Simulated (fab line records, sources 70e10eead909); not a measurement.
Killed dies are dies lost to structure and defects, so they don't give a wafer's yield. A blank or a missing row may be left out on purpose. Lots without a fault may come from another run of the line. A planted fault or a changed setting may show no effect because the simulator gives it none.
Chamber matching | flow nand_harc | NHARC_A_CHANNEL_FILL_D1_ETCHBACK_19 on rie_si-01: 4 sister chambers
The step etches the open film in HBr/Cl2, target depth 5 nm, time 1.7 s. 8 wafers are shown with their chamber, then 8 later ones without.

WAFERS WITH THEIR CHAMBER
wafer  | chamber | drypump_motor_current_A (A) | oes_product_au (a.u.)
L075.1 | 0       | 6.7                         | 1.003
L083.6 | 1       | 6.1                         | 0.998
L087.2 | 1       | 6.1                         | 1.015
L087.4 | 0       | 6.8                         | 1.002
L088.2 | 2       | 5.5                         | 0.985
L088.4 | 3       | 5.2                         | 0.985
L088.5 | 3       | 5.2                         | 0.980
L090.3 | 2       | 5.5                         | 0.995

WAFERS WITHOUT THEIR CHAMBER
wafer  | drypump_motor_current_A (A) | oes_product_au (a.u.)
L090.4 | 6.7                         | 1.006
L090.5 | 6.7                         | 1.008
L094.1 | 6.1                         | 1.014
L094.4 | 6.7                         | 1.010
L094.6 | 5.5                         | 0.978
L097.2 | 5.5                         | 0.986
L097.3 | 6.7                         | 1.001
L097.4 | 5.2                         | 0.999

WHICH CHAMBER EACH WENT THROUGH
wafer  | from the rows above | in truth
L090.4 | 0                   | 0
L090.5 | 0                   | 0
L094.1 | 1                   | 1
L094.4 | 0                   | 0
L094.6 | 2                   | 2
L097.2 | 2                   | 2
L097.3 | 0                   | 0
L097.4 | 3                   | 3
Placed correctly: 8 of 8. Can't be placed from these rows: 0. Placed wrongly: 0.
How it was worked out, from the rows above alone: a wafer's distance from a chamber is the root of the sum, over the readings, of the square of ((its reading less the chamber's mean) divided by the reading's scatter). The wafer belongs to the nearest chamber; if the next one is less than 2 further off, it can't be placed. A chamber's mean is the mean of its shown wafers. The scatter: the root of (the sum of the squares of (reading less its chamber's mean) over the shown wafers, divided by (wafers less chambers)).
